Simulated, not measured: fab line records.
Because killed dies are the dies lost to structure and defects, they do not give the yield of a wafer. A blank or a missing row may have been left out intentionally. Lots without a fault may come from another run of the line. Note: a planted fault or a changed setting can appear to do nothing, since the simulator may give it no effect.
fab line records	flow n5Finfet
[record] lots = 10	wafers = 28	lastDay = 18
route steps=1938 shown BEOL_M8@1374
lots untouched by any fault: they come from a run of this same line in which no faults occurred
startH: hours from the record's opening day to when the first of the lot's shown wafers began	waitH: hours elapsed since this lot's preceding step	" same as the row above	L1.1+2: a single row standing in for several wafers	- no value, or no start was given	* or withheld: withheld	< > ~ a bound
route shown NAME@n: a module of which the file shows steps, and the number in the route of the first	usual: the fault-free wafers' mean and standard deviation	same: alike in all rows	chamber/n: place in a boat	sites: each site's reading	_std_site: the values' standard deviation	_edge_site: outer sites' mean less inner sites'	radiusMm: how far each site lies from the wafer's centre	mask NAME#n: copy n	behind: the last tool/chamber to shape the wafer	hold: cause of the lot's hold/its duration in hours/its outcome	device: names the non-switching transistor (n, p or np)	end of line: the route-end tests of the same wafers	for a step that has no rows: nothing shown but its recipe	killed: at the first sort, the dies lost to defects and structure; wafer yield is something else	map: per-die view of a wafer (x killed, . not killed, _ where there is no die)
set.NAME: the setting that was run; set.NAME@STEP: the one run at that earlier step	model.NAME: the simulator's own value behind a step, which no gauge read
steps of the route over a sample of lots; a table a step, a row a wafer
services: a tool's chamber out of use, with start hour (startH, from the record's first day; less than 0 if before it), hours out, and reason
[[steps]]
[step N5_BEOL_M8_VIA_ETCH_34]
[recipe] chemistry = C4F6/O2	target = SiCOH_lowk	targetDepthA = 1255	maskMaterial = SOC	taperDeg = 4	timeS = 50.5	ionEnergyEv = 250	pressureMtorr = 30	sourceW = 345	biasW = 185	Ar_flow_sccm = 300	C4F6_flow_sccm = 10	O2_flow_sccm = 10
[usual] drypumpMotorCurrentA = 5.6/0.46	oes_o_777_au = 0.81/0.069	oesProductAu = 0.81/0.07	rfFwdPowerW = 341.9/1.6	rfVppV = 663/5.3	showerheadPlenumPTorr = 2.86/0.11	throttleValvePct = 20.90/0.22
lot.wafer	tool	chamber	startH	waitH	drypumpMotorCurrentA	oes_o_777_au	oesProductAu	rfFwdPowerW	rfHoursCounterH	rfVppV	showerheadPlenumPTorr	throttleValvePct
L375.2	rieDiel-01	2	229.66	0.0	5.3	0.77	0.76	340.3	132	659	2.73	20.65
L375.4	"	0	"	"	6.2	0.70	0.68	340.4	243	658	2.82	21.37
L375.6	"	1	"	"	5.7	0.68	0.68	342.8	-	663	2.81	21.09
L376.3	rieDiel-06	2	229.96	0.0	5.8	0.71	0.69	338.7	230	657	2.81	21.11
L376.4	"	0	"	"	4.8	0.85	0.83	342.5	-	667	2.99	21.05
L376.6	"	2	"	"	5.8	0.70	0.70	340.3	-	657	2.81	21.12
L377.3	rieDiel-06	2	239.09	0.0	5.8	0.70	0.70	339.2	234	659	2.81	21.11
L377.5	"	0	"	"	4.8	0.84	0.82	342.7	-	667	2.99	21.04
L377.6	"	1	"	"	6.3	0.84	0.84	343.5	-	659	3.01	21.04
L380.1	rieDiel-05	3	248.95	0.0	5.0	0.84	0.86	342.2	50	675	3.01	20.78
L380.2	"	0	"	"	5.5	0.83	0.83	344.1	61	663	2.78	20.69
L380.3	"	1	"	"	6.1	0.89	0.88	340.1	41	662	2.88	20.56
L379.3	rieDiel-06	1	249.03	0.0	6.2	0.85	0.84	343.9	66	660	3.01	21.06
L379.6	"	3	"	"	5.7	0.97	1.34	342.2	-	667	2.92	21.06
L382.1	rieDiel-06	3	271.35	0.0	5.7	0.93	0.92	341.8	13	669	2.91	20.99
L382.3	"	0	"	"	4.8	0.83	0.80	342.1	91	666	2.98	21.05
L382.5	"	0	"	"	4.8	0.83	1.11	342.6	-	667	2.98	21.14
L383.3	rieDiel-06	3	274.60	0.0	5.7	0.92	0.91	342.5	14	670	2.91	20.98
L383.6	"	1	"	"	6.2	0.83	1.12	343.4	-	658	3.01	21.16
L390.1	rieDiel-05	2	308.07	0.0	5.6	0.81	0.82	343.7	114	657	2.75	21.16
L390.3	"	0	"	"	5.5	0.80	0.82	342.8	83	663	2.77	20.72
L390.4	"	1	"	"	6.1	0.86	0.84	338.3	64	661	2.87	20.60
L393.1	rieDiel-05	1	344.22	0.0	6.1	0.85	0.83	339.9	77	663	2.87	20.62
L393.4	"	0	"	"	5.4	0.78	0.79	342.0	97	663	2.76	20.73
L393.5	"	0	"	"	5.5	0.78	0.79	343.3	-	663	2.76	20.73
L394.1	rieDiel-01	3	351.59	0.0	5.3	0.74	0.75	339.2	162	667	2.73	20.60
L394.3	"	0	"	"	6.2	0.89	0.89	340.9	35	658	2.80	21.04
L394.5	"	2	"	"	5.3	0.74	0.72	342.3	-	657	2.71	20.75
[step N5_BEOL_M8_ETCH_41]
[recipe] chemistry = CH3F/O2	target = SiCN	targetDepthA = 319	taperDeg = 2	timeS = 57.8	ionEnergyEv = 120	maskMaterial = TiN	pressureMtorr = 30	sourceW = 395	biasW = 75	Ar_flow_sccm = 150	CH3F_flow_sccm = 30	O2_flow_sccm = 20
[usual] drypumpMotorCurrentA = 5.6/0.46	oesProductAu = 0.81/0.07	rfFwdPowerW = 391.6/1.7	rfVppV = 297.5/1.7	showerheadPlenumPTorr = 2.01/0.077	throttleValvePct = 16.31/0.22
lot.wafer	tool	chamber	startH	waitH	drypumpMotorCurrentA	oesProductAu	rfFwdPowerW	rfHoursCounterH	rfVppV	showerheadPlenumPTorr	throttleValvePct
L375.2	rieDiel-01	2	-	-	5.3	0.75	391.5	132	295.5	1.92	16.12
L375.4	"	0	"	"	6.1	0.68	391.1	243	296.6	1.98	16.81
L375.6	"	1	"	"	5.7	0.68	393.2	-	297.0	1.98	16.54
L376.3	rieDiel-06	2	-	-	5.8	0.69	390.0	230	297.3	1.97	16.59
L376.4	"	0	"	"	4.8	0.82	391.3	-	300.6	2.11	16.46
L376.6	"	2	"	"	5.8	0.69	390.2	-	297.3	1.97	16.58
L377.3	rieDiel-06	2	-	-	5.8	0.70	390.3	234	295.7	1.97	16.58
L377.5	"	0	"	"	4.8	0.83	391.8	-	298.8	2.10	16.47
L377.6	"	1	"	"	6.2	0.85	391.8	-	299.6	2.12	16.42
L380.1	rieDiel-05	3	-	-	5.0	0.85	391.6	51	301.3	2.12	16.19
L380.2	"	0	"	"	5.5	0.82	391.4	61	297.5	1.95	16.07
L380.3	"	1	"	"	6.1	0.86	388.0	42	297.8	2.03	16.00
L379.3	rieDiel-06	1	-	-	6.2	0.83	392.3	66	299.5	2.12	16.43
L379.6	"	3	"	"	5.7	0.96	393.3	-	299.8	2.05	16.32
L382.1	rieDiel-06	3	-	-	5.7	0.92	394.3	13	298.5	2.05	16.34
L382.3	"	0	"	"	4.8	0.81	392.3	91	299.0	2.10	16.47
L382.5	"	0	"	"	4.8	0.81	392.6	-	298.5	2.10	16.50
L383.3	rieDiel-06	3	-	-	5.7	0.93	391.8	14	298.0	2.05	16.34
L383.6	"	1	"	"	6.2	0.82	394.4	-	298.8	2.12	16.44
L390.1	rieDiel-05	2	-	-	5.7	0.81	393.9	114	295.6	1.93	16.58
L390.3	"	0	"	"	5.5	0.80	391.2	83	296.9	1.94	16.12
L390.4	"	1	"	"	6.1	0.84	388.0	64	298.0	2.02	16.05
L393.1	rieDiel-05	1	-	-	6.1	0.83	389.2	77	298.1	2.02	16.06
L393.4	"	0	"	"	5.5	0.79	392.9	97	296.1	1.94	16.14
L393.5	"	0	"	"	5.5	0.79	391.8	-	296.2	1.94	16.12
L394.1	rieDiel-01	3	-	-	5.4	0.74	389.8	162	295.9	1.92	16.08
L394.3	"	0	"	"	6.2	0.88	391.2	35	295.8	1.96	16.40
L394.5	"	2	"	"	5.3	0.72	391.7	-	296.4	1.90	16.20
[step N5_BEOL_M8_STRIP_80]
[recipe] chemistry = N2/H2	timeS = 10	powerW = 450	tempC = 40	pressureMtorr = 20	rfFrequencyHz = 6e+07	biasPowerW = 7	n2FlowSccm = 200	h2FlowSccm = 200
[usual] drypumpMotorCurrentA = 5.6/0.46	oesProductAu = 0.81/0.07	rfVppV = 59.1/0.82	showerheadPlenumPTorr = 2.55/0.097	throttleValvePct = 23.62/0.22
lot.wafer	tool	chamber	startH	waitH	drypumpMotorCurrentA	oesProductAu	rfHoursCounterH	rfVppV	showerheadPlenumPTorr	throttleValvePct
L375.2	rieDiel-01	2	-	-	5.3	0.76	132	59.2	2.44	23.74
L375.4	"	0	"	"	6.2	0.68	243	59.3	2.51	24.07
L375.6	"	1	"	"	5.7	0.68	-	57.9	2.49	23.77
L376.3	rieDiel-06	2	-	-	5.8	0.70	230	58.8	2.51	23.74
L376.4	"	0	"	"	4.8	0.83	-	60.1	2.67	23.59
L376.6	"	2	"	"	5.8	0.70	-	58.9	2.51	23.75
L377.3	rieDiel-06	2	-	-	5.8	0.69	234	58.3	2.50	23.76
L377.5	"	0	"	"	4.8	0.81	-	60.3	2.67	23.59
L377.6	"	1	"	"	6.2	0.84	-	59.0	2.69	23.90
L380.1	rieDiel-05	3	-	-	5.0	0.85	51	58.8	2.69	23.19
L380.2	"	0	"	"	5.5	0.84	61	58.1	2.47	23.42
L380.3	"	1	"	"	6.1	0.87	42	58.4	2.57	23.41
L379.3	rieDiel-06	1	-	-	6.2	0.84	66	61.3	2.69	23.89
L379.6	"	3	"	"	5.7	0.96	-	57.9	2.60	23.58
L382.1	rieDiel-06	3	-	-	5.7	0.91	13	59.5	2.59	23.60
L382.3	"	0	"	"	4.8	0.80	91	59.8	2.66	23.59
L382.5	"	0	"	"	4.8	0.81	-	59.4	2.66	23.59
L383.3	rieDiel-06	3	-	-	5.7	0.92	14	58.8	2.59	23.59
L383.6	"	1	"	"	6.3	0.81	-	59.3	2.68	23.92
L390.1	rieDiel-05	2	-	-	5.6	0.81	114	58.6	2.44	23.86
L390.3	"	0	"	"	5.5	0.81	83	59.5	2.46	23.46
L390.4	"	1	"	"	6.1	0.84	64	59.2	2.56	23.43
L393.1	rieDiel-05	1	-	-	6.1	0.82	77	59.5	2.56	23.45
L393.4	"	0	"	"	5.5	0.80	97	58.0	2.45	23.47
L393.5	"	0	"	"	5.5	0.79	-	60.3	2.45	23.48
L394.1	rieDiel-01	3	-	-	5.4	0.74	162	58.8	2.43	23.48
L394.3	"	0	"	"	6.2	0.88	35	59.4	2.49	23.79
L394.5	"	2	"	"	5.3	0.72	-	57.6	2.42	23.78
[step N5_BEOL_M8_CURE_75]
[recipe] tempC = 370	timeS = 120	ambient = DMADMS/He	material = SiCOH_lowk
[usual] lampPowerPct = 52.31/0.061	wafer_temp_C_max = 371.5/0.46
lot.wafer	tool	chamber	startH	waitH	lampPowerPct	wafer_temp_C_max
L375.2	uvCure-01	0	230.16	0.1	52.34	371.6
L375.4	"	0	"	"	52.14	371.2
L375.6	"	0	"	"	52.40	371.4
L376.3	uvCure-03	2	230.61	0.1	52.36	372.0
L376.4	"	2	"	"	52.19	371.4
L376.6	"	2	"	"	52.34	371.2
L377.3	uvCure-03	2	239.75	0.3	52.34	371.3
L377.5	"	2	"	"	52.23	371.1
L377.6	"	2	"	"	52.25	371.8
L380.1	uvCure-03	1	249.40	0.0	52.25	371.3
L380.2	"	1	"	"	52.27	370.7
L380.3	"	1	"	"	52.38	371.2
L379.3	uvCure-02	1	249.57	0.1	52.20	371.9
L379.6	"	1	"	"	52.29	371.7
L382.1	uvCure-03	0	271.79	0.0	52.27	371.9
L382.3	"	0	"	"	52.43	371.5
L382.5	"	0	"	"	52.27	372.0
L383.3	uvCure-01	0	275.14	0.1	52.38	371.3
L383.6	"	0	"	"	52.38	371.5
L390.1	uvCure-01	2	308.53	0.0	52.25	370.9
L390.3	"	2	"	"	52.34	370.8
L390.4	"	2	"	"	52.26	371.2
L393.1	uvCure-02	1	344.76	0.1	52.36	371.3
L393.4	"	1	"	"	52.35	371.9
L393.5	"	1	"	"	52.25	371.4
L394.1	uvCure-03	2	352.13	0.0	52.31	371.1
L394.3	"	2	"	"	52.29	371.6
L394.5	"	2	"	"	52.23	370.9
[[services]]
tool	chamber	startH	hours	kind
uvCure-01	-	208.05	2.8	pm
rieDiel-06	3	217.63	-	clean
rieDiel-06	3	217.63	-	consumableReplace:focusRing
rieDiel-06	3	217.63	24.0	scheduledDown
rieDiel-06	3	217.63	24.0	ventCycle
rieDiel-01	0	246.77	-	clean
rieDiel-01	0	246.77	-	consumableReplace:focusRing
rieDiel-06	0	248.46	12.2	repair
rieDiel-06	2	253.30	11.7	repair
uvCure-02	-	288.75	0.7	repair
rieDiel-06	2	297.24	-	clean
rieDiel-06	2	297.24	-	consumableReplace:focusRing
rieDiel-06	2	297.24	22.7	scheduledDown
rieDiel-06	2	297.24	22.7	ventCycle
uvCure-03	-	316.20	3.4	repair
rieDiel-06	0	323.11	6.4	repair
rieDiel-05	-	328.94	1.0	repair
rieDiel-06	1	331.98	7.0	repair
uvCure-03	-	332.01	4.6	repair
rieDiel-01	3	338.74	10.4	repair
rieDiel-06	2	343.55	9.0	repair
uvCure-02	-	343.69	0.3	repair
rieDiel-01	1	346.23	5.1	repair
uvCure-02	-	347.11	1.3	repair
[[key]]
[firstSign] step = N5_BEOL_M8_VIA_ETCH_34	reading = oesProductAu	direction = up	sigmas = 5.5	usual = 0.81	struck = 1.19
effect none on later readings
metAt N5_BEOL_M8_VIA_ETCH_34
struckLots L379,L382,L383
struckWafers L379.6,L382.5,L383.6
notActingAt N5_BEOL_M8_ETCH_41,N5_BEOL_M8_STRIP_80,N5_BEOL_M8_CURE_75
onsetBetween 239.09 249.03
[fault] kind = processParameterDrift	tool = rieDiel-06	chamber = -	onsetH = 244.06	steps = N5_BEOL_M8_VIA_ETCH_34	channel = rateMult	offset = 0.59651	shape = step	endH = 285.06	scope = struckWafersOnly
